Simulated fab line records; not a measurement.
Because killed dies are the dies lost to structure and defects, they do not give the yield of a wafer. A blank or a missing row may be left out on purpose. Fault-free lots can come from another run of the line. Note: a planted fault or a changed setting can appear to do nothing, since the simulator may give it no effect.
fab line records    flow n5_finfet
record: lots: 24  wafers: 72  last_day: 18
route steps=1938 shown BEOL_M4@1078 BEOL_M5@1137
lots with no fault: from the same line, run without faults
start_h: hours from the record's first day to the start of the lot's first wafer shown    wait_h: hours from the lot's prior step to this one    " repeats the value in the row above    L1.1+2: a single row standing in for several wafers    - either no value or no given start    * or withheld: withheld    < > ~ a bound
route shown NAME@n: NAME is a module with steps in the file, n the number in the route of the first one    usual: mean and standard deviation over wafers with no fault    same: alike in all rows    chamber/n: place in a boat    sites: the reading at each site    _std_site: their standard deviation    _edge_site: mean of outer sites minus mean of inner sites    radius_mm: how far each site lies from the wafer's centre    mask NAME#n: copy n    behind: the tool/chamber that last shaped the wafer    hold: cause of the lot's hold/its duration in hours/its outcome    device: transistor that didn't switch, given as n, p or np    end of line: the route-end tests of the same wafers    step lacking rows: just its recipe    killed: dies that structure and defects cost at the first sort, which is not the same as the wafer's yield    map: a wafer's dies, x killed, . not, _ none there
set.NAME: the run value of the setting; set.NAME@STEP: its run value at that earlier step    model.NAME: the simulator's own value behind a step, which no gauge read
route steps across a sampled set of lots; one table per step, one row per wafer
services: when a tool's chamber went out of use (start_h, in hours from the record's first day, below 0 if earlier), for how many hours, and the reason
== steps ==
step: N5_BEOL_M4_CD_MEAS_35
recipe: target_cd_nm: 18  target_cd_y_nm: 22.4  polarity: opening
usual: cd_nm: 18.0/0.32
lot.wafer  tool       chamber  start_h  wait_h  cd_nm
L074.3     cd_sem-02  -        164.42   0.0     18.5
L074.4     "          -        "        "       17.9
L074.5     "          -        "        "       18.2
L075.1     cd_sem-01  -        169.15   0.0     18.2
L075.3     "          -        "        "       17.7
L075.6     "          -        "        "       18.2
L076.1     cd_sem-01  -        177.32   0.0     17.8
L076.3     "          -        "        "       17.9
L076.4     "          -        "        "       18.3
L079.1     cd_sem-03  -        187.72   0.0     18.1
L079.4     "          -        "        "       17.8
L079.6     "          -        "        "       17.9
L077.1     cd_sem-01  -        189.34   0.0     18.3
L077.3     "          -        "        "       18.0
L077.6     "          -        "        "       18.0
L078.1     cd_sem-03  -        194.84   0.0     18.1
L078.4     "          -        "        "       18.2
L078.5     "          -        "        "       18.7
L080.1     cd_sem-02  -        197.91   0.0     18.6
L080.3     "          -        "        "       18.6
L080.5     "          -        "        "       18.4
L081.1     cd_sem-03  -        213.03   0.0     17.6
L081.2     "          -        "        "       18.0
L081.5     "          -        "        "       18.3
L082.1     cd_sem-01  -        220.25   0.0     18.1
L082.5     "          -        "        "       17.7
L082.6     "          -        "        "       17.8
L083.4     cd_sem-02  -        230.11   0.0     18.1
L083.5     "          -        "        "       18.2
L083.6     "          -        "        "       18.7
L084.2     cd_sem-01  -        240.17   0.0     17.7
L084.4     "          -        "        "       18.0
L084.5     "          -        "        "       17.7
L086.1     cd_sem-02  -        240.19   0.0     17.9
L086.2     "          -        "        "       17.2
L086.3     "          -        "        "       18.1
L085.2     cd_sem-03  -        244.50   0.0     17.8
L085.4     "          -        "        "       18.3
L085.6     "          -        "        "       18.0
L087.1     cd_sem-03  -        245.22   0.0     17.6
L087.2     "          -        "        "       18.1
L087.6     "          -        "        "       18.3
L088.1     cd_sem-03  -        247.56   0.0     17.7
L088.4     "          -        "        "       17.7
L088.6     "          -        "        "       17.4
L090.3     cd_sem-01  -        264.75   0.0     17.6
L090.4     "          -        "        "       17.5
L090.5     "          -        "        "       18.0
L089.2     cd_sem-03  -        270.42   0.0     18.4
L089.3     "          -        "        "       18.4
L089.5     "          -        "        "       18.1
L091.2     cd_sem-01  -        271.55   0.0     17.8
L091.4     "          -        "        "       18.3
L091.6     "          -        "        "       17.6
L092.2     cd_sem-01  -        274.10   0.0     17.8
L092.3     "          -        "        "       18.1
L092.5     "          -        "        "       17.6
L094.1     cd_sem-02  -        282.08   0.0     18.0
L094.3     "          -        "        "       17.6
L094.4     "          -        "        "       18.1
L093.1     cd_sem-01  -        282.66   0.0     18.7
L093.4     "          -        "        "       18.4
L093.6     "          -        "        "       18.3
L095.2     cd_sem-03  -        300.00   0.0     18.6
L095.3     "          -        "        "       17.8
L095.4     "          -        "        "       18.0
L096.3     cd_sem-01  -        300.46   0.0     18.1
L096.4     "          -        "        "       17.5
L096.5     "          -        "        "       17.7
L097.2     cd_sem-02  -        307.19   0.0     17.6
L097.3     "          -        "        "       18.0
L097.4     "          -        "        "       17.9
step: N5_BEOL_M4_ANNEAL_80
recipe: temp_c: 400  time_s: 240  ambient: vacuum
usual: heater_power_w: 795/74
lot.wafer  tool            chamber  start_h  wait_h  heater_power_w
L074.3     pvd_sputter-03  -        167.06   0.0     724
L074.4     "               -        "        "       839
L074.5     "               -        "        "       725
L075.1     pvd_sputter-02  -        170.39   0.0     712
L075.3     "               -        "        "       840
L075.6     "               -        "        "       812
L076.1     pvd_sputter-02  -        180.38   0.0     789
L076.3     "               -        "        "       828
L076.4     "               -        "        "       692
L079.1     pvd_sputter-02  -        189.32   0.0     714
L079.4     "               -        "        "       824
L079.6     "               -        "        "       924
L077.1     pvd_sputter-02  -        191.70   0.0     951
L077.3     "               -        "        "       690
L077.6     "               -        "        "       810
L078.1     pvd_sputter-02  -        196.13   0.0     800
L078.4     "               -        "        "       818
L078.5     "               -        "        "       794
L080.1     pvd_sputter-02  -        199.35   0.0     794
L080.3     "               -        "        "       940
L080.5     "               -        "        "       698
L081.1     pvd_sputter-03  -        214.19   0.0     834
L081.2     "               -        "        "       748
L081.5     "               -        "        "       835
L082.1     pvd_sputter-03  -        221.60   0.0     798
L082.5     "               -        "        "       711
L082.6     "               -        "        "       774
L083.4     pvd_sputter-02  -        231.43   0.0     721
L083.5     "               -        "        "       783
L083.6     "               -        "        "       709
L084.2     pvd_sputter-02  -        241.25   0.0     943
L084.4     "               -        "        "       792
L084.5     "               -        "        "       843
L086.1     pvd_sputter-03  -        242.61   0.0     718
L086.2     "               -        "        "       803
L086.3     "               -        "        "       702
L085.2     pvd_sputter-01  -        245.81   0.0     882
L085.4     "               -        "        "       801
L085.6     "               -        "        "       789
L087.1     pvd_sputter-02  -        246.31   0.0     765
L087.2     "               -        "        "       816
L087.6     "               -        "        "       799
L088.1     pvd_sputter-03  -        249.49   0.0     839
L088.4     "               -        "        "       710
L088.6     "               -        "        "       709
L090.3     pvd_sputter-01  -        265.99   0.0     802
L090.4     "               -        "        "       854
L090.5     "               -        "        "       778
L089.2     pvd_sputter-02  -        271.77   0.0     802
L089.3     "               -        "        "       943
L089.5     "               -        "        "       714
L091.2     pvd_sputter-03  -        272.76   0.0     722
L091.4     "               -        "        "       744
L091.6     "               -        "        "       833
L092.2     pvd_sputter-02  -        276.61   0.0     814
L092.3     "               -        "        "       814
L092.5     "               -        "        "       944
L094.1     pvd_sputter-02  -        283.91   0.0     814
L094.3     "               -        "        "       791
L094.4     "               -        "        "       715
L093.1     pvd_sputter-01  -        284.39   0.0     797
L093.4     "               -        "        "       799
L093.6     "               -        "        "       850
L095.2     pvd_sputter-01  -        301.67   0.0     778
L095.3     "               -        "        "       879
L095.4     "               -        "        "       664
L096.3     pvd_sputter-02  -        302.97   0.0     727
L096.4     "               -        "        "       821
L096.5     "               -        "        "       924
L097.2     pvd_sputter-02  -        308.93   0.0     856
L097.3     "               -        "        "       793
L097.4     "               -        "        "       697
step: N5_BEOL_M5_STRIP_19
recipe: chemistry: O2  power_w: 400  temp_c: 40  pressure_mtorr: 30  rf_frequency_hz: 6e+07  bias_power_w: 0  overash_fraction: 0.2  o2_flow_sccm: 225
usual: drypump_motor_current_A: 5.8/0.58  oes_product_au: 0.80/0.098  rf_vpp_V: 3.6/0.43  showerhead_plenum_p_Torr: 2.11/0.079  throttle_valve_pct: 16.64/0.17
same: bias_power_w: 0
lot.wafer  tool         chamber  start_h  wait_h  drypump_motor_current_A  oes_product_au  rf_hours_counter_h  rf_vpp_V  showerhead_plenum_p_Torr  throttle_valve_pct
L074.3     rie_diel-04  1        174.56   0.1     5.4                      0.95            6                   4.6       2.14                      16.46
L074.4     "            2        "        "       6.1                      0.71            225                 3.1       2.07                      16.85
L074.5     "            0        "        "       5.4                      0.77            -                   3.6       2.18                      16.80
L075.1     rie_diel-04  2        176.76   0.1     6.1                      0.70            225                 3.2       2.07                      16.87
L075.3     "            3        "        "       6.8                      0.68            213                 3.4       1.99                      16.55
L075.6     "            2        "        "       6.1                      0.70            -                   3.1       2.07                      16.86
L076.1     rie_diel-01  1        188.00   0.1     4.7                      0.95            8                   3.3       2.14                      16.53
L076.3     "            0        "        "       5.8                      0.94            24                  3.9       2.23                      16.37
L076.4     "            1        "        "       4.7                      0.96            -                   3.9       2.14                      16.53
L079.1     rie_diel-04  1        195.51   0.1     5.4                      0.93            13                  4.4       2.13                      16.48
L079.4     "            1        "        "       5.4                      0.94            -                   3.1       2.14                      16.49
L079.6     "            0        "        "       5.4                      0.76            -                   3.0       2.17                      16.80
L077.1     rie_diel-04  2        199.21   0.3     6.1                      0.70            234                 3.3       2.07                      16.87
L077.3     "            0        "        "       5.4                      0.77            164                 4.0       2.17                      16.81
L077.6     "            0        "        "       5.3                      0.77            -                   3.1       2.17                      16.80
L078.1     rie_diel-04  1        202.41   0.2     5.4                      0.92            16                  2.9       2.13                      16.48
L078.4     "            0        "        "       5.4                      0.77            166                 2.8       2.17                      16.81
L078.5     "            0        "        "       5.4                      0.76            -                   3.7       2.17                      16.81
L080.1     rie_diel-03  3        204.89   0.1     6.4                      0.90            19                  4.0       2.24                      16.34
L080.3     "            1        "        "       6.1                      0.73            149                 3.6       2.20                      16.83
L080.5     "            3        "        "       6.4                      0.91            -                   3.6       2.24                      16.35
L081.1     rie_diel-03  0        221.24   0.2     5.1                      0.73            179                 3.9       2.01                      16.58
L081.2     "            3        "        "       6.5                      0.90            24                  3.0       2.24                      16.36
L081.5     "            2        "        "       5.5                      0.72            -                   3.7       2.07                      16.80
L082.1     rie_diel-03  3        228.43   0.1     6.4                      0.88            28                  3.4       2.24                      16.35
L082.5     "            0        "        "       5.2                      0.72            -                   3.1       2.01                      16.59
L082.6     "            3        "        "       6.5                      0.89            -                   3.7       2.24                      16.35
L083.4     rie_diel-04  3        238.27   0.1     6.8                      0.67            230                 3.7       1.98                      16.60
L083.5     "            3        "        "       6.7                      0.67            -                   2.5       1.98                      16.61
L083.6     "            2        "        "       6.1                      0.68            -                   3.6       2.07                      16.92
L084.2     rie_diel-04  1        247.20   0.3     5.4                      0.91            28                  3.3       2.13                      16.51
L084.4     "            1        "        "       5.4                      0.91            -                   4.0       2.13                      16.52
L084.5     "            0        "        "       5.4                      0.75            -                   3.4       2.17                      16.82
L086.1     rie_diel-04  0        248.72   0.1     5.4                      0.75            181                 3.6       2.17                      16.83
L086.2     "            1        "        "       5.4                      0.91            28                  3.8       2.13                      16.51
L086.3     "            3        "        "       6.8                      0.67            235                 3.3       1.98                      16.60
L085.2     rie_diel-01  3        252.44   0.1     6.2                      0.76            130                 3.4       2.01                      16.51
L085.4     "            0        "        "       5.8                      0.90            45                  3.2       2.22                      16.42
L085.6     "            2        "        "       6.6                      0.92            -                   4.2       2.06                      16.65
L087.1     rie_diel-04  3        253.17   0.1     6.8                      0.67            237                 3.5       1.98                      16.60
L087.2     "            0        "        "       5.4                      0.75            182                 3.8       2.17                      16.84
L087.6     "            3        "        "       6.8                      0.66            -                   3.6       1.98                      16.60
L088.1     rie_diel-03  2        256.02   0.1     5.4                      0.71            211                 4.0       2.07                      16.83
L088.4     "            1        "        "       6.1                      0.72            167                 3.7       2.19                      16.88
L088.6     "            0        "        "       5.1                      0.72            -                   4.1       2.00                      16.62
L090.3     rie_diel-04  3        271.94   0.1     6.8                      0.66            242                 3.4       1.98                      16.61
L090.4     "            1        "        "       5.4                      0.89            35                  3.5       2.13                      16.53
L090.5     "            0        "        "       5.4                      0.74            -                   4.0       2.16                      16.85
L089.2     rie_diel-04  1        279.55   0.1     5.4                      0.88            37                  3.2       2.13                      16.53
L089.3     "            3        "        "       6.8                      0.65            245                 3.5       1.98                      16.63
L089.5     "            0        "        "       5.4                      0.74            -                   3.2       2.16                      16.85
L091.2     rie_diel-03  2        280.97   0.2     5.5                      0.71            219                 2.5       2.07                      16.83
L091.4     "            1        "        "       6.1                      0.71            175                 3.6       2.19                      16.86
L091.6     "            2        "        "       5.4                      0.71            -                   3.6       2.07                      16.82
L092.2     rie_diel-04  2        282.39   0.1     6.1                      0.98            5                   4.4       2.06                      16.47
L092.3     "            1        "        "       5.4                      0.89            38                  3.1       2.13                      16.53
L092.5     "            1        "        "       5.4                      0.89            -                   4.3       2.13                      16.52
L094.1     rie_diel-03  0        289.97   0.1     5.2                      0.71            203                 2.8       2.00                      16.62
L094.3     "            3        "        "       6.4                      0.85            47                  3.6       2.23                      16.39
L094.4     "            2        "        "       5.4                      0.71            222                 3.7       2.07                      16.81
L093.1     rie_diel-01  1        290.70   0.1     4.7                      0.88            32                  3.2       2.13                      16.57
L093.4     "            1        "        "       4.7                      0.88            -                   3.7       2.13                      16.58
L093.6     "            0        "        "       5.9                      0.88            -                   3.3       2.22                      16.45
L095.2     rie_diel-01  2        307.65   0.1     6.6                      0.89            30                  4.0       2.06                      16.68
L095.3     "            0        "        "       5.8                      0.88            62                  3.7       2.21                      16.47
L095.4     "            1        "        "       4.7                      0.90            38                  3.6       2.13                      16.59
L096.3     rie_diel-04  0        310.61   0.1     5.4                      0.74            202                 3.8       2.16                      16.86
L096.4     "            1        "        "       5.4                      0.87            -                   4.2       2.12                      16.53
L096.5     "            2        "        "       6.1                      0.95            -                   3.6       2.06                      16.48
L097.2     rie_diel-03  3        314.08   0.1     6.4                      0.84            57                  3.6       2.23                      16.40
L097.3     "            2        "        "       5.5                      0.69            232                 3.9       2.06                      16.87
L097.4     "            3        "        "       6.4                      0.83            -                   3.5       2.23                      16.42
step: N5_BEOL_M5_CURE_80
recipe: temp_c: 370  time_s: 120  ambient: DMADMS/He  material: SiCOH_lowk
usual: lamp_power_pct: 52.31/0.048  wafer_temp_C_max: 371.5/0.51
lot.wafer  tool        chamber  start_h  wait_h  lamp_power_pct  wafer_temp_C_max
L074.3     uv_cure-01  1        176.78   0.2     52.26           371.4
L074.4     "           1        "        "       52.38           371.0
L074.5     "           1        "        "       52.40           371.0
L075.1     uv_cure-03  0        182.81   0.1     52.30           372.0
L075.3     "           0        "        "       52.34           372.3
L075.6     "           0        "        "       52.38           371.7
L076.1     uv_cure-02  1        189.33   0.0     52.24           371.1
L076.3     "           1        "        "       52.29           371.6
L076.4     "           1        "        "       52.33           371.6
L079.1     uv_cure-03  1        197.95   0.0     52.29           370.9
L079.4     "           1        "        "       52.32           370.9
L079.6     "           1        "        "       52.36           371.3
L077.1     uv_cure-02  1        201.95   0.8     52.29           371.1
L077.3     "           1        "        "       52.23           371.0
L077.6     "           1        "        "       52.31           371.5
L078.1     uv_cure-02  1        204.04   0.4     52.35           371.6
L078.4     "           1        "        "       52.18           371.3
L078.5     "           1        "        "       52.32           371.7
L080.1     uv_cure-02  1        210.08   0.1     52.37           372.0
L080.3     "           1        "        "       52.28           371.8
L080.5     "           1        "        "       52.35           371.8
L081.1     uv_cure-01  0        224.18   0.0     52.30           372.3
L081.2     "           0        "        "       52.33           372.2
L081.5     "           0        "        "       52.25           372.5
L082.1     uv_cure-01  1        230.27   0.0     52.37           370.8
L082.5     "           1        "        "       52.27           371.1
L082.6     "           1        "        "       52.28           371.4
L083.4     uv_cure-01  0        240.01   0.3     52.30           372.2
L083.5     "           0        "        "       52.35           372.1
L083.6     "           0        "        "       52.30           372.3
L084.2     uv_cure-01  0        248.51   0.1     52.31           372.4
L084.4     "           0        "        "       52.26           372.7
L084.5     "           0        "        "       52.36           372.4
L086.1     uv_cure-01  0        252.25   0.2     52.31           371.8
L086.2     "           0        "        "       52.34           372.2
L086.3     "           0        "        "       52.20           372.0
L087.1     uv_cure-03  2        254.59   0.0     52.33           371.2
L087.2     "           2        "        "       52.27           370.8
L087.6     "           2        "        "       52.41           371.0
L085.2     uv_cure-01  2        255.54   0.1     52.36           371.3
L085.4     "           2        "        "       52.25           370.9
L085.6     "           2        "        "       52.32           371.9
L088.1     uv_cure-01  2        258.01   0.0     52.35           371.7
L088.4     "           2        "        "       52.34           371.9
L088.6     "           2        "        "       52.32           371.5
L090.3     uv_cure-03  2        273.36   0.1     52.29           371.4
L090.4     "           2        "        "       52.29           371.0
L090.5     "           2        "        "       52.30           371.7
L089.2     uv_cure-01  1        280.95   0.1     52.31           370.5
L089.3     "           1        "        "       52.37           371.2
L089.5     "           1        "        "       52.35           371.2
L091.2     uv_cure-02  2        282.93   0.7     52.33           371.1
L091.4     "           2        "        "       52.40           370.8
L091.6     "           2        "        "       52.34           371.4
L092.2     uv_cure-02  2        286.60   0.1     52.30           371.3
L092.3     "           2        "        "       52.36           371.2
L092.5     "           2        "        "       52.31           371.1
L094.1     uv_cure-01  0        292.65   0.1     52.32           372.2
L094.3     "           0        "        "       52.25           372.2
L094.4     "           0        "        "       52.30           372.1
L093.1     uv_cure-03  1        292.89   0.4     52.28           371.4
L093.4     "           1        "        "       52.31           371.3
L093.6     "           1        "        "       52.34           371.2
L095.2     uv_cure-03  2        309.33   0.1     52.39           371.5
L095.3     "           2        "        "       52.38           371.3
L095.4     "           2        "        "       52.36           371.4
L096.3     uv_cure-03  2        313.09   0.1     52.27           370.9
L096.4     "           2        "        "       52.36           371.4
L096.5     "           2        "        "       52.35           371.2
L097.2     uv_cure-01  1        316.19   0.1     52.34           370.6
L097.3     "           1        "        "       52.31           371.1
L097.4     "           1        "        "       52.34           370.7
step: N5_BEOL_M5_SPUTTER_83
recipe: material: Cu  target_thk_a: 150  temp_c: -20  chamber_pressure_pa: 0.07  power_w: withheld  time_s: 27.62
usual: chuck_sensor_temp_C: -16.3/0.58  throttle_valve_pct: 29.9/0.9
lot.wafer  tool            chamber  start_h  wait_h  chuck_sensor_temp_C  throttle_valve_pct
L074.3     pvd_sputter-01  -        180.20   0.5     -16.6                28.9
L074.4     "               -        "        "       -16.7                30.1
L074.5     "               -        "        "       -16.8                30.3
L075.1     pvd_sputter-01  -        186.52   0.5     -16.6                30.8
L075.3     "               -        "        "       -16.9                29.1
L075.6     "               -        "        "       -16.8                29.2
L076.1     pvd_sputter-01  -        193.31   0.5     -16.8                29.2
L076.3     "               -        "        "       -16.6                30.7
L076.4     "               -        "        "       -16.6                30.1
L079.1     pvd_sputter-01  -        201.24   0.5     -16.8                30.4
L079.4     "               -        "        "       -16.6                31.4
L079.6     "               -        "        "       -16.7                31.7
L077.1     pvd_sputter-02  -        205.81   0.5     -16.7                29.2
L077.3     "               -        "        "       -15.5                28.9
L077.6     "               -        "        "       -15.9                29.5
L078.1     pvd_sputter-01  -        207.70   0.5     -16.6                31.5
L078.4     "               -        "        "       -16.5                30.9
L078.5     "               -        "        "       -16.8                29.2
L080.1     pvd_sputter-02  -        213.56   0.5     -16.1                29.7
L080.3     "               -        "        "       -16.0                28.6
L080.5     "               -        "        "       -16.0                30.0
L081.1     pvd_sputter-03  -        228.15   0.5     -15.6                30.1
L081.2     "               -        "        "       -16.7                30.3
L081.5     "               -        "        "       -16.1                30.9
L082.1     pvd_sputter-02  -        235.15   0.5     -15.8                28.8
L082.5     "               -        "        "       -16.0                29.7
L082.6     "               -        "        "       -16.0                28.6
L083.4     pvd_sputter-01  -        243.10   0.5     -16.8                28.7
L083.5     "               -        "        "       -16.6                29.7
L083.6     "               -        "        "       -16.9                29.0
L084.2     pvd_sputter-03  -        253.85   0.5     -16.6                30.4
L084.4     "               -        "        "       -15.6                29.8
L084.5     "               -        "        "       -15.9                29.8
L086.1     pvd_sputter-02  -        255.66   0.5     -15.7                28.6
L086.2     "               -        "        "       -16.1                28.7
L086.3     "               -        "        "       -16.5                29.0
L087.1     pvd_sputter-01  -        258.37   0.5     -16.7                29.9
L087.2     "               -        "        "       -16.7                30.5
L087.6     "               -        "        "       -16.4                31.7
L085.2     pvd_sputter-03  -        259.37   0.5     -15.9                30.0
L085.4     "               -        "        "       -16.2                30.9
L085.6     "               -        "        "       -15.9                30.0
L088.1     pvd_sputter-02  -        261.97   0.5     -15.9                29.8
L088.4     "               -        "        "       -15.7                28.9
L088.6     "               -        "        "       -15.9                29.9
L090.3     pvd_sputter-01  -        276.98   0.5     -16.8                30.5
L090.4     "               -        "        "       -16.7                30.1
L090.5     "               -        "        "       -16.6                31.6
L089.2     pvd_sputter-03  -        284.11   0.5     -16.6                30.5
L089.3     "               -        "        "       -15.9                29.8
L089.5     "               -        "        "       -16.1                30.4
L091.2     pvd_sputter-02  -        287.93   0.5     -15.9                28.8
L091.4     "               -        "        "       -15.7                28.9
L091.6     "               -        "        "       -16.0                28.8
L092.2     pvd_sputter-03  -        289.76   0.5     -15.8                30.0
L092.3     "               -        "        "       -14.2                29.9
L092.5     "               -        "        "       -14.5                29.9
L093.1     pvd_sputter-02  -        297.65   0.5     -16.1                28.8
L093.4     "               -        "        "       -16.1                29.6
L093.6     "               -        "        "       -16.1                29.8
L094.1     pvd_sputter-01  -        297.76   0.5     -16.8                30.0
L094.3     "               -        "        "       -16.5                30.6
L094.4     "               -        "        "       -16.9                29.2
L095.2     pvd_sputter-01  -        312.94   0.5     -16.6                31.6
L095.3     "               -        "        "       -16.8                30.8
L095.4     "               -        "        "       -16.7                30.0
L096.3     pvd_sputter-02  -        316.10   0.5     -15.9                28.8
L096.4     "               -        "        "       -16.0                29.9
L096.5     "               -        "        "       -16.5                29.1
L097.2     pvd_sputter-02  -        321.31   0.5     -15.9                28.9
L097.3     "               -        "        "       -16.0                29.7
L097.4     "               -        "        "       -15.9                28.9
step: N5_BEOL_M5_CMP_52
recipe: stop_on: SiCOH_lowk  t_overpolish_s: 6.9  down_force_psi: 1  platen_rpm: 50  clearing_platen_down_force_psi: 1.5  clearing_platen_rpm: 50  post_cmp_clean: cu_alkaline  target_thk_nm: 62  clearing_platen_pad_velocity_m_s: 0.99484  pad_velocity_m_s: 0.99484
usual: barrier_field_endpoint_s: 24.7/0.6  motor_current_A: 6.0/0.76  overpolish_run_s: 6.901/0.01  retaining_ring_pressure_frac: 1.000/0.0049  slurry_filter_dp_kPa: 13.51/0.14  time_to_endpoint_s: 62.8/2.8
same: t_overpolish_s: 6.9
lot.wafer  tool    chamber  start_h  wait_h  barrier_field_endpoint_s  motor_current_A  overpolish_run_s  retaining_ring_pressure_frac  slurry_filter_dp_kPa  time_to_endpoint_s
L074.3     cmp-04  3        182.91   0.2     25.2                      5.7              6.899             0.999                         13.63                 64.2
L074.4     "       1        "        "       25.4                      5.6              6.910             0.995                         13.43                 60.5
L074.5     "       3        "        "       25.1                      5.8              6.890             1.004                         13.36                 63.7
L075.1     cmp-04  2        189.28   0.3     24.3                      6.4              6.913             1.003                         13.83                 60.5
L075.3     "       3        "        "       24.7                      5.7              6.897             0.992                         13.51                 61.0
L075.6     "       1        "        "       24.9                      6.0              6.917             1.001                         13.47                 64.3
L076.4     cmp-04  0        196.49   0.1     25.0                      6.0              6.890             0.997                         13.59                 59.2
L076.1     "       1        "        "       24.4                      6.1              6.887             1.001                         13.54                 61.4
L076.3     "       2        "        "       24.5                      6.6              6.889             1.005                         13.51                 64.0
L079.4     cmp-02  3        204.08   0.1     24.9                      6.8              6.896             0.998                         13.59                 67.7
L079.1     "       2        "        "       24.0                      7.5              6.906             0.994                         13.74                 63.4
L079.6     "       3        "        "       24.9                      6.6              6.890             0.998                         13.69                 66.2
L077.3     cmp-04  1        208.51   0.2     24.4                      6.3              6.894             0.997                         13.45                 64.1
L077.1     "       0        "        "       25.2                      6.0              6.906             0.995                         13.27                 65.9
L077.6     "       1        "        "       25.5                      6.0              6.897             0.999                         13.60                 65.8
L078.1     cmp-04  1        210.37   0.3     24.6                      5.8              6.878             1.010                         13.46                 65.7
L078.4     "       0        "        "       25.0                      5.9              6.894             0.997                         13.40                 62.3
L078.5     "       1        "        "       24.7                      6.2              6.917             1.005                         13.60                 64.6
L080.3     cmp-04  2        221.29   0.2     24.3                      6.0              6.888             0.997                         13.33                 60.2
L080.1     "       0        "        "       23.9                      5.9              6.894             0.990                         13.52                 62.1
L080.5     "       1        "        "       24.8                      6.5              6.898             0.988                         13.39                 60.0
L081.2     cmp-01  1        230.91   0.3     24.6                      5.3              6.902             0.992                         13.53                 61.9
L081.1     "       2        "        "       24.4                      5.2              6.875             1.001                         13.56                 61.0
L081.5     "       0        "        "       24.4                      6.1              6.881             0.995                         13.43                 60.2
L082.1     cmp-02  1        237.95   0.3     23.4                      5.5              6.919             1.001                         13.44                 60.3
L082.6     "       3        "        "       23.9                      6.9              6.896             1.001                         13.39                 62.3
L082.5     "       0        "        "       23.8                      4.6              6.903             0.993                         13.32                 55.1
L083.4     cmp-01  0        246.30   0.2     25.0                      6.4              6.909             0.996                         13.48                 64.2
L083.6     "       2        "        "       24.9                      5.1              6.906             1.000                         13.52                 65.2
L083.5     "       3        "        "       24.5                      5.6              6.899             0.994                         13.35                 59.7
L084.4     cmp-02  3        256.94   0.1     25.1                      6.9              6.918             1.004                         13.41                 62.6
L084.2     "       1        "        "       24.9                      5.3              6.894             0.997                         13.47                 61.6
L084.5     "       0        "        "       24.3                      4.7              6.898             0.991                         13.41                 59.9
L086.1     cmp-02  2        258.42   0.3     24.7                      7.6              6.899             0.995                         13.56                 62.4
L086.3     "       3        "        "       25.5                      7.0              6.898             1.004                         13.50                 66.1
L086.2     "       0        "        "       24.4                      4.6              6.898             0.997                         13.38                 60.4
L087.1     cmp-02  0        261.21   0.4     24.0                      4.7              6.903             0.996                         13.53                 58.1
L087.2     "       1        "        "       24.2                      5.4              6.908             0.989                         13.50                 62.0
L087.6     "       2        "        "       24.7                      7.3              6.901             1.002                         13.70                 59.9
L085.2     cmp-04  1        262.08   0.2     24.5                      6.0              6.896             1.006                         13.54                 67.2
L085.4     "       2        "        "       25.5                      6.4              6.902             0.993                         13.78                 68.2
L085.6     "       1        "        "       25.4                      6.0              6.908             0.996                         13.34                 69.3
L088.1     cmp-04  0        264.72   0.3     24.5                      5.9              6.905             1.010                         13.83                 62.1
L088.4     "       1        "        "       24.2                      6.3              6.894             0.997                         13.67                 62.5
L088.6     "       3        "        "       24.3                      6.0              6.890             1.008                         13.39                 64.1
L090.3     cmp-02  2        279.65   0.2     23.4                      7.6              6.927             1.001                         13.70                 61.2
L090.4     "       0        "        "       24.0                      4.7              6.922             0.998                         13.49                 60.9
L090.5     "       3        "        "       25.3                      6.4              6.881             1.009                         13.46                 66.5
L089.3     cmp-04  0        286.79   0.2     26.0                      5.7              6.900             0.999                         13.56                 67.1
L089.2     "       2        "        "       24.9                      6.5              6.904             1.000                         13.61                 63.2
L089.5     "       0        "        "       25.3                      5.7              6.891             0.994                         13.51                 65.1
L091.4     cmp-04  3        290.60   0.1     26.2                      6.2              6.896             0.999                         13.67                 67.4
L091.2     "       2        "        "       25.3                      6.6              6.899             1.001                         13.44                 66.0
L091.6     "       3        "        "       25.8                      5.9              6.910             1.001                         13.47                 65.0
L092.3     cmp-02  3        292.51   0.2     24.2                      6.8              6.893             1.002                         13.37                 61.4
L092.2     "       0        "        "       23.8                      4.7              6.896             1.006                         13.47                 57.1
L092.5     "       2        "        "       24.8                      7.4              6.910             0.992                         13.48                 62.5
L093.4     cmp-01  0        300.42   0.2     23.7                      6.3              6.920             1.002                         13.33                 61.1
L093.1     "       1        "        "       24.4                      5.0              6.909             1.004                         13.51                 63.1
L093.6     "       3        "        "       25.0                      5.8              6.898             1.004                         13.35                 63.7
L094.1     cmp-02  3        300.49   0.3     24.0                      6.2              6.885             0.999                         13.57                 65.0
L094.3     "       0        "        "       23.9                      4.7              6.909             0.996                         13.73                 60.7
L094.4     "       2        "        "       24.2                      7.6              6.906             0.999                         13.31                 62.9
L095.4     cmp-04  0        315.82   0.1     24.3                      5.9              6.892             0.994                         13.43                 62.8
L095.3     "       2        "        "       24.4                      6.6              6.911             1.009                         13.36                 66.0
L095.2     "       3        "        "       24.3                      5.6              6.914             1.006                         13.67                 62.9
L096.3     cmp-04  2        318.79   0.2     25.2                      6.3              6.895             1.001                         13.59                 64.1
L096.4     "       1        "        "       25.9                      6.4              6.913             0.997                         13.59                 65.3
L096.5     "       2        "        "       25.3                      6.1              6.892             0.996                         13.73                 67.2
L097.4     cmp-02  3        323.98   0.1     24.7                      6.8              6.907             0.997                         13.58                 63.8
L097.3     "       1        "        "       23.7                      5.1              6.912             1.001                         13.52                 61.3
L097.2     "       2        "        "       24.5                      7.7              6.890             1.001                         13.73                 62.7
== services ==
tool         chamber  start_h  hours  kind
cmp-04       -        151.66   0.4    repair
cmp-04       -        160.56   1.0    repair
rie_diel-04  0        161.53   6.6    repair
cmp-04       -        163.28   0.5    repair
cmp-02       -        163.61   2.4    repair
uv_cure-03   -        172.13   2.5    repair
rie_diel-03  1        175.27   12.3   repair
cmp-02       -        184.71   0.3    repair
rie_diel-04  3        193.45   8.9    repair
uv_cure-01   -        193.57   1.0    repair
rie_diel-04  -        211.67   2.8    pm
cmp-02       -        214.46   3.9    repair
uv_cure-01   -        216.77   2.1    pm
rie_diel-01  -        217.33   9.7    repair
rie_diel-04  -        217.33   2.1    repair
cmp-02       -        229.11   3.4    repair
rie_diel-01  -        229.97   2.8    pm
cmp-02       -        233.99   3.5    repair
rie_diel-04  1        239.23   6.4    repair
cmp-02       -        245.13   5.6    repair
cmp-02       -        262.98   0.3    repair
uv_cure-03   -        274.22   11.7   repair
cmp-02       -        275.49   1.8    repair
cmp-04       -        292.04   4.0    pm
== key ==
fault none
